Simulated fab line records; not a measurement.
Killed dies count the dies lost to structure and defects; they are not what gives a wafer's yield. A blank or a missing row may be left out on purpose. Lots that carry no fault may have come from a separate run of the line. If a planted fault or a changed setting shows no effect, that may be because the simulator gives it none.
fab line records	flow nand-harc
record: lots: 13	wafers: 39	last-day: 24
route steps=1159 shown P_STI@84 P_GATE@129 END@1159
lots that met no fault: taken from a fault-free run of the same line
start-h: hours from the record's opening day to when the first of the lot's shown wafers began	wait-h: hours from the lot's prior step to this one	" same as the row above	L1.1+2: a single row standing in for several wafers	- either no value or no given start	* or withheld: withheld	< > ~ a bound
route shown NAME@n: a module of which the file shows steps, and the number in the route of the first	usual: mean and standard deviation over wafers with no fault	same: alike in all rows	chamber/n: place in a boat	sites: each site's reading	_std_site: standard deviation of those values	_edge_site: the outer-site mean with the inner-site mean subtracted	radius-mm: for every site, how far away it sits from the centre of the wafer	mask NAME#n: copy n	behind: tool/chamber where the wafer was last shaped	hold: the reason the lot was held/the length of the hold in hours/how it ended	device: transistor that didn't switch, given as n, p or np	end of line: the route-end tests of the same wafers	for a step that has no rows: nothing shown but its recipe	killed: not the wafer's yield, but the dies lost to structure and defects at the first sort	map: a wafer's dies, marking killed ones x, the rest . and places with no die _
set.NAME: setting as actually run; set.NAME@STEP: the setting as run at that earlier step	model.NAME: the simulator's own value behind a step, which no gauge read
one table for each step of the route and one row for each wafer, over a sample of lots
services: from which hour (start-h, from the record's first day; less than 0 if before it) a tool's chamber was out of use, for how many hours, and why
== steps ==
step: NHARC_P_STI_OVL_MEAS_10
usual: overlay-x-nm: -1/4.2	overlay-y-nm: 0/5.3
lot.wafer	tool	chamber	start-h	wait-h	overlay-x-nm	overlay-y-nm
L181.1	overlay-02	-	45.86	-	8	-5
L181.3	"	-	"	"	7	-6
L181.6	"	-	"	"	7	-5
L182.4	overlay-02	-	46.02	-	-2	-7
L182.5	"	-	"	"	-2	-7
L182.6	"	-	"	"	-1	-8
L184.1	overlay-02	-	56.44	-	-1	-6
L184.5	"	-	"	"	-1	-6
L184.6	"	-	"	"	-1	-6
L187.2	overlay-02	-	76.89	-	-4	0
L187.3	"	-	"	"	-4	1
L187.6	"	-	"	"	-4	0
L190.2	overlay-01	-	94.92	-	-4	-5
L190.4	"	-	"	"	-4	-5
L190.6	"	-	"	"	-4	-5
L191.1	overlay-02	-	102.49	-	-10	-8
L191.2	"	-	"	"	-10	-8
L191.3	"	-	"	"	-10	-9
L192.1	overlay-02	-	109.17	-	2	8
L192.2	"	-	"	"	2	7
L192.5	"	-	"	"	1	7
L194.2	overlay-02	-	115.64	-	3	1
L194.3	"	-	"	"	3	1
L194.6	"	-	"	"	3	0
L193.1	overlay-01	-	115.80	-	0	4
L193.4	"	-	"	"	0	4
L193.6	"	-	"	"	0	4
L200.1	overlay-01	-	155.30	-	-4	1
L200.2	"	-	"	"	-5	2
L200.5	"	-	"	"	-4	1
L201.1	overlay-02	-	160.89	-	-1	-2
L201.3	"	-	"	"	-2	-2
L201.6	"	-	"	"	-2	-2
L202.1	overlay-02	-	172.93	-	6	8
L202.2	"	-	"	"	6	8
L202.6	"	-	"	"	6	8
L203.3	overlay-02	-	177.79	-	1	11
L203.4	"	-	"	"	1	12
L203.6	"	-	"	"	1	11
step: NHARC_P_STI_INSPECT_25
usual: raw-defect-count: 212/68
lot.wafer	tool	chamber	start-h	wait-h	raw-defect-count
L181.1	defect-inspect-01	-	78.20	0.4	157
L181.3	"	-	"	"	202
L181.6	"	-	"	"	190
L182.4	defect-inspect-02	-	78.20	0.4	202
L182.5	"	-	"	"	210
L182.6	"	-	"	"	198
L184.1	defect-inspect-01	-	83.49	0.4	297
L184.5	"	-	"	"	240
L184.6	"	-	"	"	211
L187.2	defect-inspect-02	-	108.73	0.4	257
L187.3	"	-	"	"	243
L187.6	"	-	"	"	225
L190.2	defect-inspect-02	-	122.12	0.4	255
L190.4	"	-	"	"	433
L190.6	"	-	"	"	302
L191.1	defect-inspect-02	-	142.49	0.4	229
L191.2	"	-	"	"	109
L191.3	"	-	"	"	103
L194.2	defect-inspect-01	-	142.49	0.4	238
L194.3	"	-	"	"	218
L194.6	"	-	"	"	142
L192.1	defect-inspect-01	-	142.50	0.4	201
L192.2	"	-	"	"	361
L192.5	"	-	"	"	382
L193.1	defect-inspect-02	-	142.52	0.4	256
L193.4	"	-	"	"	189
L193.6	"	-	"	"	191
L200.1	defect-inspect-02	-	187.68	0.4	200
L200.2	"	-	"	"	237
L200.5	"	-	"	"	167
L201.1	defect-inspect-01	-	187.68	0.4	213
L201.3	"	-	"	"	248
L201.6	"	-	"	"	324
L202.1	defect-inspect-02	-	201.94	0.4	296
L202.2	"	-	"	"	190
L202.6	"	-	"	"	312
L203.3	defect-inspect-02	-	201.96	0.4	143
L203.4	"	-	"	"	175
L203.6	"	-	"	"	268
step: NHARC_P_GATE_OXIDE_16
recipe: target-thk-a: 30	temp-c: 875	ox-time-s: 392	material: SiO2
usual: spike-tc-lower-C: 875.1/1.3	spike-tc-upper-C: 876.1/1.7
lot.wafer	tool	chamber	start-h	wait-h	spike-tc-lower-C	spike-tc-upper-C
L181.1	furnace-03	0	90.04	-	874.4	876.9
L181.3	"	0	"	"	874.4	876.5
L181.6	"	0	"	"	872.0	875.9
L182.4	furnace-03	0	90.04	-	873.3	875.4
L182.5	"	0	"	"	874.2	873.9
L182.6	"	0	"	"	872.9	876.7
L184.1	furnace-06	0	94.83	-	875.0	874.9
L184.5	"	0	"	"	875.2	873.9
L184.6	"	0	"	"	876.3	875.2
L187.2	furnace-04	0	122.13	-	876.3	876.8
L187.3	"	0	"	"	877.1	878.3
L187.6	"	0	"	"	873.5	877.3
L190.2	furnace-06	0	133.71	-	874.8	875.8
L190.4	"	0	"	"	876.2	876.2
L190.6	"	0	"	"	875.7	875.1
L191.1	furnace-06	0	154.41	-	874.0	875.0
L191.2	"	0	"	"	874.8	873.6
L191.3	"	0	"	"	874.3	874.2
L192.1	furnace-06	0	154.41	-	875.1	874.2
L192.2	"	0	"	"	875.2	873.7
L192.5	"	0	"	"	876.9	875.7
L193.1	furnace-06	0	154.41	-	875.9	874.0
L193.4	"	0	"	"	875.4	876.5
L193.6	"	0	"	"	874.4	875.7
L194.2	furnace-06	0	154.41	-	875.3	874.5
L194.3	"	0	"	"	874.2	875.4
L194.6	"	0	"	"	876.3	875.3
L200.1	furnace-03	0	200.19	-	876.5	875.5
L200.2	"	0	"	"	874.0	875.0
L200.5	"	0	"	"	873.1	875.7
L201.1	furnace-03	0	200.19	-	874.0	874.9
L201.3	"	0	"	"	875.3	874.9
L201.6	"	0	"	"	873.8	875.3
L202.1	furnace-04	0	216.25	-	877.0	877.8
L202.2	"	0	"	"	876.3	878.9
L202.6	"	0	"	"	876.6	879.1
L203.3	furnace-04	0	216.25	-	874.7	879.2
L203.4	"	0	"	"	876.3	878.6
L203.6	"	0	"	"	876.6	879.9
step: NHARC_P_GATE_INSPECT_28
usual: raw-defect-count: 6.0/2.7
lot.wafer	tool	chamber	start-h	wait-h	hold	raw-defect-count
L182.4	defect-inspect-02	-	101.38	0.0	-	4
L182.5	"	-	"	"	-	5
L182.6	"	-	"	"	-	5
L181.1	defect-inspect-02	-	102.02	0.0	-	7
L181.3	"	-	"	"	-	5
L181.6	"	-	"	"	-	4
L184.1	defect-inspect-01	-	105.15	0.0	-	11
L184.5	"	-	"	"	-	5
L184.6	"	-	"	"	-	3
L187.2	defect-inspect-01	-	133.04	0.0	-	5
L187.3	"	-	"	"	-	11
L187.6	"	-	"	"	-	8
L190.2	defect-inspect-01	-	144.19	0.0	-	10
L190.4	"	-	"	"	-	3
L190.6	"	-	"	"	-	5
L194.2	defect-inspect-02	-	164.65	0.0	await-dispo/0.2h/release	1359
L194.3	"	-	"	"	await-dispo/0.2h/release	1256
L194.6	"	-	"	"	await-dispo/0.2h/release	1300
L194.2	defect-inspect-02	-	164.82	0.2	-	1353
L194.3	"	-	"	"	-	1247
L194.6	"	-	"	"	-	1292
L191.1	defect-inspect-01	-	164.97	0.0	await-dispo/0.2h/release	1203
L191.2	"	-	"	"	await-dispo/0.2h/release	1314
L191.3	"	-	"	"	await-dispo/0.2h/release	1244
L191.1	defect-inspect-01	-	165.14	0.2	-	1193
L191.2	"	-	"	"	-	1315
L191.3	"	-	"	"	-	1227
L193.1	defect-inspect-02	-	165.32	0.0	await-dispo/0.2h/release	1241
L193.4	"	-	"	"	await-dispo/0.2h/release	1217
L193.6	"	-	"	"	await-dispo/0.2h/release	1282
L193.1	defect-inspect-02	-	165.49	0.2	-	1241
L193.4	"	-	"	"	-	1230
L193.6	"	-	"	"	-	1268
L192.1	defect-inspect-02	-	165.47	0.0	await-dispo/0.2h/release	1235
L192.2	"	-	"	"	await-dispo/0.2h/release	1301
L192.5	"	-	"	"	await-dispo/0.2h/release	1312
L192.1	defect-inspect-02	-	165.64	0.2	-	1240
L192.2	"	-	"	"	-	1291
L192.5	"	-	"	"	-	1290
L201.1	defect-inspect-02	-	211.49	0.0	-	5
L201.3	"	-	"	"	-	8
L201.6	"	-	"	"	-	5
L200.1	defect-inspect-02	-	211.72	0.0	-	5
L200.2	"	-	"	"	-	8
L200.5	"	-	"	"	-	2
L202.1	defect-inspect-01	-	227.22	0.0	-	3
L202.2	"	-	"	"	-	9
L202.6	"	-	"	"	-	3
L203.3	defect-inspect-01	-	227.96	0.0	-	8
L203.4	"	-	"	"	-	15
L203.6	"	-	"	"	-	1
step: NHARC_P_GATE_HM_OPEN_105
recipe: target-depth-a: 3600	o2-flow-sccm: 400	cos-flow-sccm: 20	ar-flow-sccm: 0	rf-w: 500	bias-w: 300	chemistry: O2/COS
usual: drypump-motor-current-A: 5.6/0.54	o2-flow-sccm: 400.1/1.2	oes-product-au: 1.009/0.014	rf-vpp-V: 467.7/2.5	showerhead-plenum-p-Torr: 3.15/0.11	throttle-valve-pct: 28.330/0.0095
lot.wafer	tool	chamber	start-h	wait-h	drypump-motor-current-A	o2-flow-sccm	oes-product-au	rf-hours-counter-h	rf-vpp-V	showerhead-plenum-p-Torr	throttle-valve-pct
L182.4	rie-diel-04	2	-	-	5.8	399.7	1.021	24	469.9	3.23	28.330
L182.6	"	0	"	"	5.9	400.4	0.998	-	468.5	3.11	28.326
L182.5	"	1	"	"	5.1	401.1	0.991	-	467.3	3.13	28.333
L181.3	rie-diel-04	0	-	-	5.9	400.0	0.995	23	467.5	3.11	28.318
L181.1	"	2	"	"	5.8	400.7	1.018	24	468.9	3.23	28.336
L181.6	"	0	"	"	6.0	399.9	0.985	-	468.7	3.11	28.331
L184.1	rie-diel-07	0	-	-	5.1	400.1	0.999	19	462.9	2.91	28.348
L184.5	"	1	"	"	4.9	401.4	1.001	-	468.8	3.21	28.322
L184.6	"	2	"	"	6.6	399.1	1.025	-	467.4	3.11	28.324
L187.3	rie-diel-04	3	-	-	5.4	399.2	1.007	4	470.8	3.29	28.330
L187.2	"	0	"	"	6.0	400.1	1.027	3	466.2	3.11	28.315
L187.6	"	3	"	"	5.4	400.9	1.002	-	469.8	3.29	28.323
L190.2	rie-diel-07	0	-	-	5.1	401.4	0.992	32	461.2	2.90	28.330
L190.4	"	3	"	"	5.2	401.1	1.018	29	468.3	3.17	28.330
L190.6	"	0	"	"	5.1	401.5	0.995	-	461.7	2.90	28.337
L201.3	rie-diel-04	3	-	-	5.5	399.9	0.997	22	470.6	3.28	28.338
L201.1	"	0	"	"	5.9	400.7	1.020	21	467.3	3.10	28.335
L201.6	"	2	"	"	5.8	399.2	1.004	-	469.5	3.22	28.334
L200.1	rie-diel-05	2	-	-	6.3	400.8	1.003	10	467.6	3.21	28.334
L200.2	"	0	"	"	6.3	398.3	1.017	10	467.3	3.09	28.324
L200.5	"	2	"	"	6.3	399.9	1.002	-	468.9	3.21	28.326
L202.1	rie-diel-07	2	-	-	6.6	399.6	1.037	55	466.3	3.09	28.333
L202.2	"	3	"	"	5.1	400.3	1.021	57	468.2	3.16	28.314
L202.6	"	3	"	"	5.1	400.3	1.019	-	468.8	3.16	28.349
L203.4	rie-diel-04	1	-	-	5.1	399.6	1.006	26	467.2	3.11	28.326
L203.3	"	2	"	"	5.8	401.1	1.008	24	469.5	3.22	28.324
L203.6	"	0	"	"	6.0	400.8	1.025	-	467.2	3.09	28.323
step: NHARC_END_SORT_01
recipe: temp-c: 25
usual: defect-limited-yield: 95.3/1.5	killed-at-array: 28/10	killed-at-other: 0.6/1.1	killed-at-periphery: 3.6/2.6	killed-dies: 32/10	killed-open: 3.3/1.8	killed-short: 1.9/1.4	sort_bin_2_pct: 1.5/0.61	sort_bin_3_pct: 0.27/0.2	sort_bin_4_pct: 3.0/1	sort-n-pass: 645/10	sort-rim-yield-pct: 97.3/1.9	sort-yield-pct: 95.3/1.5
same: gross-dies: 677	sort_bin_5_pct[%]: 0	sort_bin_6_pct[%]: 0	sort_bin_7_pct[%]: 0	sort_bin_8_pct[%]: 0	sort-rim-n-gross: 106.00
lot.wafer	tool	chamber	start-h	wait-h	defect-limited-yield[%]	killed-at-array	killed-at-other	killed-at-periphery	killed-dies	killed-open	killed-short	sort_bin_2_pct[%]	sort_bin_3_pct[%]	sort_bin_4_pct[%]	sort-n-pass	sort-rim-yield-pct[%]	sort-yield-pct[%]
L187.2	prober-02	0	493.34	2.8	95.4	25	0	6	31	3	3	1.6	0.30	2.7	646	98.1	95.4
L187.3	prober-02	0	494.14	3.1	94.5	30	2	5	37	5	3	1.9	0.15	3.4	640	99.1	94.5
L187.6	prober-02	0	496.55	4.0	95.7	25	0	4	29	4	2	1.2	0.44	2.7	648	97.2	95.7
killed by level:class
L187.2 A_CHANNEL_HOLE_D1:chamber-film-flake=17 A_CONTACT:chamber-film-flake=2 P_GATE:geometric-particle:short=1 P_GATE:geometric-particle:open=1 P_M0:geometric-particle:open=1 P_M2:geometric-particle:open=1 A_CHANNEL_HOLE_D1:geometric-particle:short=1 A_CHANNEL_FILL_D1:geometric-particle:short=1
L187.3 A_CHANNEL_HOLE_D1:chamber-film-flake=12 P_M1:chamber-film-flake=3 A_CHANNEL_FILL_D1:chamber-film-flake=3 A_STAIRCASE:chamber-film-flake=2 A_WL_FILL:chamber-film-flake=2 A_CONTACT:chamber-film-flake=2 THIN_TSV:chamber-film-flake=2 A_SOURCE_PLATE:geometric-particle:open=1
L187.6 A_CHANNEL_HOLE_D1:chamber-film-flake=12 A_CONTACT:chamber-film-flake=4 P_M0:geometric-particle:open=2 P_M1:chamber-film-flake=2 A_WL_FILL:chamber-film-flake=2 A_CHANNEL_FILL_D1:geometric-particle:short=1 A_WL_FILL:geometric-particle:short=1 A_BLC:geometric-particle:open=1
== services ==
tool	chamber	start-h	hours	kind
rie-diel-04	0	66.21	-	clean
rie-diel-04	1	66.21	-	clean
rie-diel-04	2	66.21	-	clean
rie-diel-04	3	66.21	-	clean
furnace-04	-	89.09	17.4	repair
rie-diel-04	0	90.71	-	clean
rie-diel-04	1	90.71	-	clean
rie-diel-04	2	90.71	-	clean
rie-diel-04	3	90.71	-	clean
rie-diel-07	2	107.05	2.9	repair
rie-diel-04	-	111.91	9.0	pm
rie-diel-04	0	111.91	9.0	vent-cycle
rie-diel-04	1	111.91	9.0	vent-cycle
rie-diel-04	2	111.91	9.0	vent-cycle
rie-diel-04	3	111.91	9.0	vent-cycle
rie-diel-04	0	120.91	-	clean
rie-diel-07	-	124.81	0.4	repair
rie-diel-07	-	134.69	0.1	repair
rie-diel-05	-	163.62	9.0	pm
rie-diel-05	0	172.99	1.4	repair
rie-diel-04	2	178.98	4.3	repair
rie-diel-05	0	189.75	3.0	repair
furnace-06	-	199.39	26.0	pm
rie-diel-05	3	204.70	9.8	repair
== key ==
first-sign: step: NHARC_P_GATE_INSPECT_28	reading: visit	direction: added
effect: step: NHARC_P_GATE_INSPECT_28	reading: raw-defect-count	direction: up	sigmas: 99+	usual: 6.0	struck: 1272
met-at NHARC_P_GATE_OXIDE_16
struck-lots L191,L192,L193,L194
scrapped-behind NHARC_P_GATE_INSPECT_28 L191.1,L191.2,L191.3,L192.1,L192.2,L192.5,L193.1,L193.4,L193.6,L194.2,L194.3,L194.6
not-acting-at NHARC_P_STI_OVL_MEAS_10,NHARC_P_STI_INSPECT_25,NHARC_P_GATE_HM_OPEN_105
onset-between 133.71 154.41
fault: kind: chamber-particle-source	tool: furnace-06	chamber: -	onset-h: 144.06	steps: NHARC_P_GATE_OXIDE_16	rate-per-visit-cm2: 1.9591	end-h: 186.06
